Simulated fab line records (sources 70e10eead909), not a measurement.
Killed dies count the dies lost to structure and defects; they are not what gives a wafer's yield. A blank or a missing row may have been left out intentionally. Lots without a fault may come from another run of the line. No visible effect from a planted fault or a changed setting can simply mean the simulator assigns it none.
Matching of chambers	flow nand_harc	NHARC_P_BONDPAD_DESCUM_11 on rie_diel-13: 3 sister chambers
The step chemistry O2, time 3 s. 3 wafers are shown with their chamber, then 8 later ones without.

## WAFERS, EACH WITH ITS CHAMBER
wafer	chamber	oes_product_au (a.u.)
L320.3	1	1.016
L323.1	2	1.002
L323.5	3	1.002

## WAFERS WITHOUT THEIR CHAMBER
wafer	oes_product_au (a.u.)
L330.1	0.994
L330.5	1.003
L336.1	0.991
L336.4	0.990
L336.6	1.000
L335.3	0.995
L335.5	0.992
L335.6	0.991

## THE CHAMBER EACH PASSED THROUGH
wafer	from the rows above	in truth
L330.1	can't be placed: 2 or 3 or 1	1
L330.5	can't be placed: 2 or 3 or 1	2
L336.1	can't be placed: 2 or 3 or 1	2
L336.4	can't be placed: 2 or 3 or 1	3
L336.6	can't be placed: 2 or 3 or 1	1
L335.3	can't be placed: 2 or 3 or 1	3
L335.5	can't be placed: 2 or 3 or 1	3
L335.6	can't be placed: 2 or 3 or 1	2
Correctly placed: 0 of 8. Cannot be placed on the basis of these rows: 8; the candidates contain the true chamber in 8. Wrongly placed: 0.
How it was worked out, from the rows above alone: a wafer's distance from a chamber is the root of the sum, over the readings, of the square of ((its reading less the chamber's mean) divided by the reading's scatter). The wafer belongs to the nearest chamber; if the next one is less than 2 further off, it can't be placed. Each chamber's mean is taken over the wafers shown for it. The scatter: root of mean squared gap, hidden wafer to nearest shown wafer, with one shown wafer a chamber.
